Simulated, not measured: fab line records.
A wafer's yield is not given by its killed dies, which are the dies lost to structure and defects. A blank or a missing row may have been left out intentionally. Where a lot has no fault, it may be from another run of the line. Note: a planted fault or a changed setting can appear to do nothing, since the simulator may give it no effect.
Split-lot study :: flow n5-finfet :: route with 1938 steps; 7 lots, 39 wafers read

== THE SPLIT ==
At N5_MOL_CONTACT_COAG_ETCH_91 (etches SOC in N2/H2, target depth 60 nm, overetch 21 nm, time 101.2 s), the setting time-s was moved away from the recipe's 101.2 s on 15 of the 39 wafers read, by -17.9% to +19.7%. For the rest of the wafers, this setting stayed at what the recipe calls for.

Reading taken at the split's own step.

== THE READING ==
SiARC_of_MOL_CONTACT_COAG_COAT_76.thk-nm (the simulator's own value, which no gauge read), in nm, at N5_MOL_CONTACT_COAG_ETCH_91 (etches SOC in N2/H2, target depth 60 nm, overetch 21 nm, time 101.2 s). The file does not state a usual value for it. Average 5.8 nm, standard deviation 0.091 nm, over the 24 wafers here run with the recipe.

wafer: L074.3
tool, chamber at the split: rie-diel-03, 2,3,1
time-s as run, s: 101.2
against the recipe: recipe
SiARC_of_MOL_CONTACT_COAG_COAT_76.thk-nm, nm: 5.8
against lot-mates on the recipe: -

wafer: L074.4
tool, chamber at the split: rie-diel-03, 2,3,1
time-s as run, s: 101.2
against the recipe: recipe
SiARC_of_MOL_CONTACT_COAG_COAT_76.thk-nm, nm: 5.8
against lot-mates on the recipe: -

wafer: L074.5
tool, chamber at the split: rie-diel-03, 2,3,1
time-s as run, s: 101.2
against the recipe: recipe
SiARC_of_MOL_CONTACT_COAG_COAT_76.thk-nm, nm: 5.8
against lot-mates on the recipe: -

wafer: L076.1
tool, chamber at the split: rie-diel-04, 2,3,0
time-s as run, s: 89.21
against the recipe: -11.8%
SiARC_of_MOL_CONTACT_COAG_COAT_76.thk-nm, nm: 6.4
against lot-mates on the recipe: +0.5

wafer: L076.5
tool, chamber at the split: rie-diel-04, 2,3,0
time-s as run, s: 89.21
against the recipe: -11.8%
SiARC_of_MOL_CONTACT_COAG_COAT_76.thk-nm, nm: 6.4
against lot-mates on the recipe: +0.5

wafer: L076.6
tool, chamber at the split: rie-diel-04, 2,3,0
time-s as run, s: 89.21
against the recipe: -11.8%
SiARC_of_MOL_CONTACT_COAG_COAT_76.thk-nm, nm: 6.4
against lot-mates on the recipe: +0.5

wafer: L076.2
tool, chamber at the split: rie-diel-04, 1,0
time-s as run, s: 101.2
against the recipe: recipe
SiARC_of_MOL_CONTACT_COAG_COAT_76.thk-nm, nm: 5.8
against lot-mates on the recipe: -

wafer: L076.4
tool, chamber at the split: rie-diel-04, 1,0
time-s as run, s: 101.2
against the recipe: recipe
SiARC_of_MOL_CONTACT_COAG_COAT_76.thk-nm, nm: 5.8
against lot-mates on the recipe: -

wafer: L076.3
tool, chamber at the split: rie-diel-04, 3
time-s as run, s: 101.2
against the recipe: recipe
SiARC_of_MOL_CONTACT_COAG_COAT_76.thk-nm, nm: 6
against lot-mates on the recipe: -

wafer: L077.1
tool, chamber at the split: rie-diel-04, 1,2
time-s as run, s: 83.11
against the recipe: -17.9%
SiARC_of_MOL_CONTACT_COAG_COAT_76.thk-nm, nm: 6.6
against lot-mates on the recipe: +0.7

wafer: L077.2
tool, chamber at the split: rie-diel-04, 1,2
time-s as run, s: 83.11
against the recipe: -17.9%
SiARC_of_MOL_CONTACT_COAG_COAT_76.thk-nm, nm: 6.6
against lot-mates on the recipe: +0.7

wafer: L077.3
tool, chamber at the split: rie-diel-04, 3
time-s as run, s: 83.11
against the recipe: -17.9%
SiARC_of_MOL_CONTACT_COAG_COAT_76.thk-nm, nm: 6.8
against lot-mates on the recipe: +0.9

wafer: L077.4
tool, chamber at the split: rie-diel-04, 0,2
time-s as run, s: 101.2
against the recipe: recipe
SiARC_of_MOL_CONTACT_COAG_COAT_76.thk-nm, nm: 5.8
against lot-mates on the recipe: -

wafer: L077.6
tool, chamber at the split: rie-diel-04, 0,2
time-s as run, s: 101.2
against the recipe: recipe
SiARC_of_MOL_CONTACT_COAG_COAT_76.thk-nm, nm: 5.8
against lot-mates on the recipe: -

wafer: L077.5
tool, chamber at the split: rie-diel-04, 3
time-s as run, s: 101.2
against the recipe: recipe
SiARC_of_MOL_CONTACT_COAG_COAT_76.thk-nm, nm: 6
against lot-mates on the recipe: -

wafer: L079.1
tool, chamber at the split: rie-diel-01, 3,1
time-s as run, s: 88.25
against the recipe: -12.8%
SiARC_of_MOL_CONTACT_COAG_COAT_76.thk-nm, nm: 6.2
against lot-mates on the recipe: +0.4

wafer: L079.4
tool, chamber at the split: rie-diel-01, 3,1
time-s as run, s: 88.25
against the recipe: -12.8%
SiARC_of_MOL_CONTACT_COAG_COAT_76.thk-nm, nm: 6.2
against lot-mates on the recipe: +0.4

wafer: L079.2
tool, chamber at the split: rie-diel-01, 0,2,3
time-s as run, s: 101.2
against the recipe: recipe
SiARC_of_MOL_CONTACT_COAG_COAT_76.thk-nm, nm: 5.8
against lot-mates on the recipe: -

wafer: L079.3
tool, chamber at the split: rie-diel-01, 0,2,3
time-s as run, s: 101.2
against the recipe: recipe
SiARC_of_MOL_CONTACT_COAG_COAT_76.thk-nm, nm: 5.8
against lot-mates on the recipe: -

wafer: L079.6
tool, chamber at the split: rie-diel-01, 0,2,3
time-s as run, s: 101.2
against the recipe: recipe
SiARC_of_MOL_CONTACT_COAG_COAT_76.thk-nm, nm: 5.8
against lot-mates on the recipe: -

wafer: L079.5
tool, chamber at the split: rie-diel-01, 0
time-s as run, s: 88.25
against the recipe: -12.8%
SiARC_of_MOL_CONTACT_COAG_COAT_76.thk-nm, nm: 6.4
against lot-mates on the recipe: +0.6

wafer: L082.1
tool, chamber at the split: rie-diel-01, 0,3,0
time-s as run, s: 101.2
against the recipe: recipe
SiARC_of_MOL_CONTACT_COAG_COAT_76.thk-nm, nm: 5.8
against lot-mates on the recipe: -

wafer: L082.3
tool, chamber at the split: rie-diel-01, 0,3,0
time-s as run, s: 101.2
against the recipe: recipe
SiARC_of_MOL_CONTACT_COAG_COAT_76.thk-nm, nm: 5.8
against lot-mates on the recipe: -

wafer: L082.4
tool, chamber at the split: rie-diel-01, 0,3,0
time-s as run, s: 101.2
against the recipe: recipe
SiARC_of_MOL_CONTACT_COAG_COAT_76.thk-nm, nm: 5.8
against lot-mates on the recipe: -

wafer: L082.2
tool, chamber at the split: rie-diel-01, 1,1,3
time-s as run, s: 101.2
against the recipe: recipe
SiARC_of_MOL_CONTACT_COAG_COAT_76.thk-nm, nm: 5.6
against lot-mates on the recipe: -

wafer: L082.5
tool, chamber at the split: rie-diel-01, 1,1,3
time-s as run, s: 101.2
against the recipe: recipe
SiARC_of_MOL_CONTACT_COAG_COAT_76.thk-nm, nm: 5.6
against lot-mates on the recipe: -

wafer: L082.6
tool, chamber at the split: rie-diel-01, 1,1,3
time-s as run, s: 101.2
against the recipe: recipe
SiARC_of_MOL_CONTACT_COAG_COAT_76.thk-nm, nm: 5.6
against lot-mates on the recipe: -

wafer: L094.1
tool, chamber at the split: rie-diel-03, 3,1,3
time-s as run, s: 101.2
against the recipe: recipe
SiARC_of_MOL_CONTACT_COAG_COAT_76.thk-nm, nm: 5.8
against lot-mates on the recipe: -

wafer: L094.2
tool, chamber at the split: rie-diel-03, 3,1,3
time-s as run, s: 101.2
against the recipe: recipe
SiARC_of_MOL_CONTACT_COAG_COAT_76.thk-nm, nm: 5.8
against lot-mates on the recipe: -

wafer: L094.5
tool, chamber at the split: rie-diel-03, 3,1,3
time-s as run, s: 101.2
against the recipe: recipe
SiARC_of_MOL_CONTACT_COAG_COAT_76.thk-nm, nm: 5.8
against lot-mates on the recipe: -

wafer: L094.3
tool, chamber at the split: rie-diel-03, 2
time-s as run, s: 117.9
against the recipe: +16.5%
SiARC_of_MOL_CONTACT_COAG_COAT_76.thk-nm, nm: 5.2
against lot-mates on the recipe: -0.6

wafer: L094.6
tool, chamber at the split: rie-diel-03, 2
time-s as run, s: 117.9
against the recipe: +16.5%
SiARC_of_MOL_CONTACT_COAG_COAT_76.thk-nm, nm: 5.2
against lot-mates on the recipe: -0.6

wafer: L094.4
tool, chamber at the split: rie-diel-03, 0
time-s as run, s: 117.9
against the recipe: +16.5%
SiARC_of_MOL_CONTACT_COAG_COAT_76.thk-nm, nm: 5
against lot-mates on the recipe: -0.8

wafer: L097.1
tool, chamber at the split: rie-diel-01, 0,2,2
time-s as run, s: 101.2
against the recipe: recipe
SiARC_of_MOL_CONTACT_COAG_COAT_76.thk-nm, nm: 5.8
against lot-mates on the recipe: -

wafer: L097.2
tool, chamber at the split: rie-diel-01, 0,2,2
time-s as run, s: 101.2
against the recipe: recipe
SiARC_of_MOL_CONTACT_COAG_COAT_76.thk-nm, nm: 5.8
against lot-mates on the recipe: -

wafer: L097.5
tool, chamber at the split: rie-diel-01, 0,2,2
time-s as run, s: 101.2
against the recipe: recipe
SiARC_of_MOL_CONTACT_COAG_COAT_76.thk-nm, nm: 5.8
against lot-mates on the recipe: -

wafer: L097.3
tool, chamber at the split: rie-diel-01, 3
time-s as run, s: 121.1
against the recipe: +19.7%
SiARC_of_MOL_CONTACT_COAG_COAT_76.thk-nm, nm: 5
against lot-mates on the recipe: -0.8

wafer: L097.6
tool, chamber at the split: rie-diel-01, 3
time-s as run, s: 121.1
against the recipe: +19.7%
SiARC_of_MOL_CONTACT_COAG_COAT_76.thk-nm, nm: 5
against lot-mates on the recipe: -0.8

wafer: L097.4
tool, chamber at the split: rie-diel-01, 1
time-s as run, s: 121.1
against the recipe: +19.7%
SiARC_of_MOL_CONTACT_COAG_COAT_76.thk-nm, nm: 4.8
against lot-mates on the recipe: -1.0
The file does not say which wafer passed through which chamber wherever a row lists several chambers: such a row stands for several wafers.

THE FIT
A straight line over all 39 wafers: SiARC_of_MOL_CONTACT_COAG_COAT_76.thk-nm changes by -0.0441 nm for each +1% of time-s; r = -0.98; the points scatter about the line by 0.1 nm.
The same after taking each lot's own level away (the mean of its wafers on the recipe; 39 wafers): -0.0426 nm for each +1%; r = -0.98; scatter 0.083 nm.
According to that fit, moving time-s by its largest amount changes the reading by 0.84 nm.
From 5.70 to 5.87 nm: that is the span of the lots' own levels, equal to 1.8 times the standard deviation above.
So the lot-to-lot level changes the slope little: the two slopes agree.
Check: -0.844 nm against its lot-mates is what the line predicts for one of the wafers moved furthest among these (+19.7%) when that wafer is left out of the fit. Against them it came out at -0.8 nm.

== OTHER SPLITS ON THESE WAFERS ==
Note: prior to the reading, these wafers also went through further splits. Each is held against what the fit with the lots' levels taken away leaves over:
other split on the same wafers: N5_WELL_APT_IMPLANT_14 energy-kev
wafers away from the commonest value: 12
r with SiARC_of_MOL_CONTACT_COAG_COAT_76.thk-nm (lot level and that fit taken away): -0.01

other split on the same wafers: N5_WELL_APT_EXPOSE_22 dose-mj
wafers away from the commonest value: 12
r with SiARC_of_MOL_CONTACT_COAG_COAT_76.thk-nm (lot level and that fit taken away): -0.04

other split on the same wafers: N5_DUMMY_GATE_ETCH_32 time-s
wafers away from the commonest value: 12
r with SiARC_of_MOL_CONTACT_COAG_COAT_76.thk-nm (lot level and that fit taken away): -0.39

other split on the same wafers: N5_SD_EPI_N_ETCH_35 source-w
wafers away from the commonest value: 15
r with SiARC_of_MOL_CONTACT_COAG_COAT_76.thk-nm (lot level and that fit taken away): -0.01

other split on the same wafers: N5_HKMG_FIN_ETCH_35 target-depth-a
wafers away from the commonest value: 9
r with SiARC_of_MOL_CONTACT_COAG_COAT_76.thk-nm (lot level and that fit taken away): -0.23

== THE FILE'S OWN FIT ==
SiARC_of_MOL_CONTACT_COAG_COAT_76.thk-nm changes by -0.0426 nm for each +1% of time-s, r = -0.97.
